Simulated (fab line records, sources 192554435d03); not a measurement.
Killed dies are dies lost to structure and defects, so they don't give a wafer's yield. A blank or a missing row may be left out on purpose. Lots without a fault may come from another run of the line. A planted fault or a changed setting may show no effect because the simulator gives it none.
fab line records | flow n5_finfet
record lots=4 wafers=12 last_day=16
route steps=1938 shown MOL_CONTACT_COAG@552 BEOL_M4@1111
lots that met no fault: from a run of the same line without faults
start_h: hours from the record's first day to the start of the lot's first wafer shown | wait_h: hours since the lot's step before | " the same as in the row above | L1.1+2: a row that stands for several wafers | - no value, or no start given | * or withheld: withheld | < > ~ a bound
route shown NAME@n: a module of which the file shows steps, and the number in the route of the first | usual: mean/standard deviation of fault-free wafers | same: alike in all rows | chamber/n: place in a boat | sites: the reading at each site | _std_site: their standard deviation | _edge_site: outer sites' mean less inner sites' | radius_mm: how far each site lies from the wafer's centre | mask NAME#n: copy n | behind: the tool/chamber that last shaped the wafer | hold: why the lot was held/for how many hours/how that ended | device: the transistor (n, p or np) that didn't switch | end of line: the same wafers' tests at the end of the route | a step without rows: its recipe alone | killed: dies lost to structure and defects at the first sort, not the wafer's yield | map: a wafer's dies, x killed, . not, _ none there
set.NAME: the setting as run; set.NAME@STEP: as run at that earlier step | model.NAME: the simulator's own value behind a step, which no gauge read
lots at some steps of the route; a table a step, a row a wafer
services: from which hour (start_h, from the record's first day; less than 0 if before it) a tool's chamber was out of use, for how many hours, and why
## steps
# step N5_MOL_CONTACT_COAG_PRECLEAN_125
# recipe chemistry=DIW time_s=57.5 temp_c=23
# step N5_MOL_CONTACT_COAG_SRD_126
# recipe dry_time_s=32 dry=n2_spin spin_rpm=1500
# step N5_MOL_CONTACT_COAG_CMP_23
# recipe stop_on=SiO2 t_overpolish_s=1.5 post_cmp_clean=cu_alkaline down_force_psi=2 platen_rpm=50.289 pad_velocity_m_s=1.0006 target_thk_nm=0
# step N5_MOL_CONTACT_COAG_WET_ETCH_26
# recipe target=Co target_depth_nm=13
# step N5_MOL_CONTACT_COAG_WET_ETCH_116
# recipe chemistry=SC1-inhibited target_depth_nm=4.6 dry=ipa_marangoni rinse_time_s=30 rinse_temp_c=23
# step N5_MOL_CONTACT_COAG_ALD_27
# recipe material=SiOC target_thk_a=170 temp_c=400 ald_precursor_family=carbosiloxane ald_co_reactant=H2-plasma pulse_time_s=1.5 time_s=2720 purge_time_s=2 co_reactant_purge_time_s=2 ald_cycles=340 pressure_torr=2
# step N5_MOL_CONTACT_COAG_CMP_28
# recipe stop_on=SiNx t_overpolish_s=0.85 post_cmp_clean=alkaline_brush down_force_psi=4.15 platen_rpm=51.8 pad_velocity_m_s=1.0307 target_thk_nm=14.522
# step N5_MOL_CONTACT_COAG_ALD_123
# recipe material=SiNx target_thk_a=50 temp_c=400 ald_precursor_family=SiH2I2 ald_co_reactant=N2/H2-plasma pulse_time_s=1 purge_time_s=2 co_reactant_purge_time_s=2 ald_cycles=100 pressure_torr=2
# step N5_MOL_CONTACT_COAG_PECVD_31
# recipe material=SiO2 target_thk_a=460 temp_c=400 precursor=TEOS/O2 pressure_torr=6.5 rf_w=withheld teos_flow_sccm=withheld gas=O2 flow_sccm=2650 time_s=8.9
# step N5_MOL_CONTACT_COAG_COAT_75
# recipe resist=SOC temp_c=250 time_s=60 spin_rpm=1500 resist_thk_nm=60
# usual spin_speed_rpm=1499.9/0.89
# columns lot.wafer tool chamber start_h wait_h spin_speed_rpm model.SOC_of_MOL_CONTACT_COAG_COAT_75.thk_nm
L191.3 litho_track-05 0 127.98 0.0 1437.9 61.4
L191.4 " 0 " " 1437.7 61.4
L191.6 " 0 " " 1438.2 61.4
L196.3 litho_track-05 0 156.49 0.0 1438.3 61.2
L196.4 " 0 " " 1437.9 61.2
L196.5 " 0 " " 1437.9 61.4
L201.3 litho_track-02 0 190.94 0.0 1501.1 60
L201.5 " 0 " " 1500.0 60.2
L201.6 " 0 " " 1499.7 60
L205.1 litho_track-05 0 210.72 0.0 1498.5 60.2
L205.5 " 0 " " 1499.3 60.2
L205.6 " 0 " " 1499.5 60.2
# step N5_MOL_CONTACT_COAG_COAT_76
# recipe resist=SiARC temp_c=220 time_s=60 spin_rpm=1500 resist_thk_nm=10
# step N5_MOL_CONTACT_COAG_COAT_77
# recipe resist=underlayer temp_c=205 time_s=60 spin_rpm=1500 resist_thk_nm=10
# step N5_MOL_CONTACT_COAG_COAT_78
# recipe resist=CAR-EUV spin_rpm=1500 resist_thk_nm=40
# step N5_MOL_CONTACT_COAG_EBR_80
# recipe solvent=PGMEA ebr_width_mm=1.5
# step N5_MOL_CONTACT_COAG_SOFTBAKE_79
# recipe temp_c=110 time_s=60 resist=CAR-EUV
# step N5_MOL_CONTACT_COAG_EXPOSE_81
# recipe mask_id=VG na=0.33 source_shape=annular sigma_inner=0.3 sigma_outer=0.7 polarization=unpolarized defocus_nm=0 dose_mj=59.5
# step N5_MOL_CONTACT_COAG_PEB_82
# recipe peb_temp_c=100 peb_time_s=60 resist=CAR-EUV
# step N5_MOL_CONTACT_COAG_DEVELOP_83
# recipe develop_time_s=30 developer=TMAH resist=CAR-EUV rinse_liquid=surfactant_rinse dry=air_spin dev_temp_c=23
# step N5_MOL_CONTACT_COAG_DESCUM_88
# recipe chemistry=O2 time_s=7 source_power_w=50 bias_power_w=20 pressure_mtorr=20 rf_frequency_hz=2.712e+07 temp_c=40 resist=CAR-EUV o2_flow_sccm=225
# step N5_MOL_CONTACT_COAG_ETCH_89
# recipe chemistry=N2/H2 target=underlayer target_depth_a=130 mask_material=CAR-EUV time_s=10.4 ion_energy_ev=200 pressure_mtorr=30 source_w=840 bias_w=150 n2_flow_sccm=200 h2_flow_sccm=200 ends=cleared
# step N5_MOL_CONTACT_COAG_ETCH_90
# recipe chemistry=CF4 target=SiARC target_depth_a=130 mask_material=CAR-EUV time_s=21.7 ion_energy_ev=80 pressure_mtorr=40 source_w=545 bias_w=36 Ar_flow_sccm=100 cf4_flow_sccm=100 ends=cleared
# step N5_MOL_CONTACT_COAG_ALD_131
# recipe material=SiO2 target_thk_a=50 temp_c=100 ald_precursor_family=BDEAS ald_co_reactant=O2-plasma pulse_time_s=1 co_reactant_pulse_time_s=1 purge_time_s=2 co_reactant_purge_time_s=2 ald_cycles=35 pressure_torr=2
# step N5_MOL_CONTACT_COAG_ETCHBACK_132
# recipe chemistry=CHF3 target=SiO2 target_depth_a=100 time_s=6.7 ion_energy_ev=200 pressure_mtorr=30 source_w=610 bias_w=170 Ar_flow_sccm=200 CHF3_flow_sccm=50
# step N5_MOL_CONTACT_COAG_ETCH_91
# recipe chemistry=N2/H2 target=SOC target_depth_a=600 overetch_a=210 mask_material=SiARC temp_c=40 time_s=101.2 ion_energy_ev=200 pressure_mtorr=30 source_w=840 bias_w=150 n2_flow_sccm=200 h2_flow_sccm=200
# usual drypump_motor_current_A=5.6/0.59 oes_product_au=0.68/0.074 rf_vpp_V=524.9/2.3 showerhead_plenum_p_Torr=2.58/0.083 throttle_valve_pct=17.76/0.22
# columns lot.wafer tool chamber start_h wait_h drypump_motor_current_A oes_product_au rf_hours_counter_h rf_vpp_V showerhead_plenum_p_Torr throttle_valve_pct model.etch.depth_nm
L191.3 rie_diel-03 2 128.74 0.0 5.4 0.59 235 521.9 2.51 17.90 61.46
L191.4 " 3 " " 4.9 0.62 174 524.4 2.53 17.87 61.3
L191.6 " 2 " " 5.4 0.59 - 522.6 2.51 17.89 61.39
L196.3 rie_diel-04 3 157.65 0.0 5.4 0.73 45 528.0 2.70 17.51 61.22
L196.4 " 0 " " 5.8 0.58 - 522.9 2.50 18.08 61.2
L196.5 " 1 " " 6.6 0.64 - 527.0 2.64 18.19 61.39
L201.3 rie_diel-03 0 191.95 0.0 6.0 0.71 74 528.3 2.68 17.82 60.01
L201.5 " 3 " " 4.9 0.60 - 523.5 2.52 17.92 60.2
L201.6 " 0 " " 6.0 0.71 - 529.3 2.68 17.80 60.06
L205.1 rie_diel-02 3 211.60 0.0 4.7 0.61 208 523.6 2.52 17.86 60.15
L205.5 " 2 " " 5.5 0.75 - 524.0 2.48 17.60 60.16
L205.6 " 3 " " 4.7 0.61 - 523.7 2.52 17.86 60.15
# step N5_MOL_CONTACT_COAG_STRIP_92
# recipe chemistry=N2/H2 temp_c=40 n2_flow_sccm=200 h2_flow_sccm=200 rf_frequency_hz=6e+07
# step N5_MOL_CONTACT_COAG_STRIP_93
# recipe chemistry=N2/H2 temp_c=40 n2_flow_sccm=200 h2_flow_sccm=200 rf_frequency_hz=6e+07
# step N5_MOL_CONTACT_COAG_ETCHBACK_135
# recipe chemistry=CHF3 target=SiO2 target_depth_a=250 time_s=16.7 ion_energy_ev=200 pressure_mtorr=30 source_w=610 bias_w=170 Ar_flow_sccm=200 CHF3_flow_sccm=50
# step N5_MOL_CONTACT_COAG_STRIP_118
# recipe chemistry=CHF3 resist=SiARC rf_frequency_hz=6e+07
# step N5_MOL_CONTACT_COAG_VIA_ETCH_46
# recipe chemistry=C4F6/O2 target_depth_a=460 overetch_a=92 mask_material=SOC target=SiO2 bias_w=455 pressure_mtorr=10 time_s=40 source_w=325 Ar_flow_sccm=300 C4F6_flow_sccm=10 O2_flow_sccm=10 ion_energy_ev=575.3 ends=end_point
# usual drypump_motor_current_A=5.5/0.59 mfc_ar_sccm=300.0/0.85 oes_f_703_au=0.82/0.087 oes_product_au=0.73/0.078 rf_vpp_V=1585/13 showerhead_plenum_p_Torr=2.88/0.086 throttle_valve_pct=40.8/0.3
# columns lot.wafer tool chamber start_h wait_h drypump_motor_current_A mfc_ar_sccm oes_f_703_au oes_product_au rf_hours_counter_h rf_vpp_V showerhead_plenum_p_Torr throttle_valve_pct model.SOC_of_MOL_CONTACT_COAG_COAT_75.thk_nm
L191.3 rie_diel-03 2 128.87 0.0 5.4 300.7 0.72 0.62 236 1576 2.79 40.9 52.4
L191.4 " 3 " " 4.9 299.5 0.76 0.66 174 1599 2.82 40.5 52
L191.6 " 2 " " 5.4 298.9 0.71 0.62 - 1574 2.79 40.9 52.2
L196.3 rie_diel-04 3 157.78 0.0 5.4 299.1 0.88 0.77 45 1595 3.00 40.8 51.8
L196.4 " 0 " " 5.8 299.2 0.69 0.61 - 1571 2.79 40.9 52
L196.5 " 1 " " 6.6 299.1 0.76 0.67 - 1612 2.95 41.5 52.2
L201.3 rie_diel-03 0 192.07 0.0 6.0 299.4 0.85 0.75 74 1583 2.98 40.7 50.6
L201.5 " 3 " " 4.8 298.9 0.74 0.64 - 1600 2.81 40.6 50.8
L201.6 " 0 " " 6.0 299.5 0.86 0.76 - 1584 2.98 40.7 50.6
L205.1 rie_diel-02 3 211.72 0.0 4.7 301.4 0.73 0.66 208 1582 2.82 40.7 51
L205.5 " 2 " " 5.5 299.6 0.88 0.81 - 1579 2.79 41.1 51
L205.6 " 3 " " 4.7 299.1 0.73 0.67 - 1581 2.82 40.7 51
# step N5_MOL_CONTACT_COAG_STRIP_96
# recipe chemistry=N2/H2 power_w=500 temp_c=40 pressure_mtorr=50 rf_frequency_hz=6e+07 overash_fraction=0.3 bias_power_w=28 h2_frac=0.5 n2_flow_sccm=300 h2_flow_sccm=300
# step N5_BEOL_M4_RC_MEAS_101
# usual DIBL_N=36.2/1.4 DIBL_P=36.1/1.5 IOFF_N=0.153/0.02 IOFF_P=0.215/0.03 ION_N=672/8.6 ION_P=463/6.8 SS_N=71.5/0.47 SS_P=73.3/0.57 VT_N=250.6/2.4 VT_P=-249/3.2
# columns lot.wafer tool chamber start_h wait_h DIBL_N[mV/V] DIBL_P[mV/V] IOFF_N[nA/um] IOFF_P[nA/um] ION_N[uA/um] ION_P[uA/um] SS_N[mV/dec] SS_P[mV/dec] VT_N[mV] VT_P[mV]
L191.3 prober-02 0 195.41 0.3 34.1 34.3 0.119 0.181 660 465 71.0 72.8 255.4 -250
L191.4 " 0 " " 33.7 34.2 0.112 0.178 650 460 71.4 72.7 252.9 -253
L191.6 " 0 " " 36.0 36.8 0.139 0.205 656 461 71.4 73.9 252.8 -251
L196.3 prober-02 0 229.49 0.3 38.6 39.8 0.169 0.259 676 467 71.9 73.9 252.5 -246
L196.4 " 0 " " 37.9 38.6 0.155 0.242 670 467 71.8 73.3 251.6 -247
L196.5 " 0 " " 38.1 39.0 0.158 0.241 672 467 71.9 74.1 248.7 -247
L201.3 prober-02 0 269.00 0.3 36.9 36.9 0.165 0.219 683 464 71.6 73.2 247.3 -252
L201.5 " 0 " " 36.6 36.1 0.158 0.208 666 461 72.0 73.0 249.0 -251
L201.6 " 0 " " 35.6 35.5 0.138 0.201 667 460 71.6 73.2 251.2 -252
L205.1 prober-02 0 271.08 0.0 36.6 35.4 0.146 0.209 657 456 71.4 73.0 252.2 -252
L205.5 " 0 " " 37.6 36.8 0.165 0.233 665 456 71.5 73.4 251.9 -250
L205.6 " 0 " " 36.2 34.8 0.144 0.204 665 459 71.3 73.7 248.6 -251
## services
# columns tool chamber start_h hours kind
rie_diel-03 1 104.30 - clean
rie_diel-03 1 104.30 - consumable_replace:focus_ring
rie_diel-03 1 104.30 19.1 scheduled_down
rie_diel-03 1 104.30 19.1 vent_cycle
rie_diel-02 2 104.46 - clean
rie_diel-02 2 104.46 - consumable_replace:focus_ring
rie_diel-02 2 104.46 22.9 scheduled_down
rie_diel-02 2 104.46 22.9 vent_cycle
rie_diel-03 3 130.40 1.7 repair
rie_diel-02 0 141.15 - clean
rie_diel-02 0 141.15 - consumable_replace:focus_ring
rie_diel-02 0 141.15 - consumable_replace:showerhead
rie_diel-02 0 141.15 15.4 scheduled_down
rie_diel-04 0 148.40 7.8 repair
rie_diel-04 2 154.57 4.1 repair
rie_diel-04 2 159.80 4.9 repair
rie_diel-03 2 170.55 - clean
rie_diel-03 2 170.55 - consumable_replace:focus_ring
rie_diel-03 2 170.55 12.6 scheduled_down
rie_diel-03 2 170.55 12.6 vent_cycle
rie_diel-04 2 190.24 6.7 repair
rie_diel-03 3 197.34 29.9 repair
rie_diel-03 2 197.76 2.9 repair
rie_diel-03 0 199.70 6.3 repair
## key
first_sign step=N5_MOL_CONTACT_COAG_COAT_75 reading=spin_speed_rpm direction=down sigmas=69 usual=* struck=*
effect none on later readings
model_effect step=N5_MOL_CONTACT_COAG_COAT_75 value=SOC_of_MOL_CONTACT_COAG_COAT_75.thk_nm without=60.1 struck=61.33
model_effect step=N5_MOL_CONTACT_COAG_ETCH_91 value=etch.depth_nm without=60.04 struck=61.33
model_effect step=N5_MOL_CONTACT_COAG_VIA_ETCH_46 value=SOC_of_MOL_CONTACT_COAG_COAT_75.thk_nm without=50.83 struck=52.1
met_at N5_MOL_CONTACT_COAG_COAT_75
struck_wafers L191.3,L191.4,L191.6,L196.3,L196.4,L196.5
fault kind=process_parameter_drift tool=litho_track-05 chamber=- onset_h=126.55 steps=N5_MOL_CONTACT_COAG_COAT_75 channel=spin_rpm offset=* shape=step end_h=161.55 acts_in=* stated=*
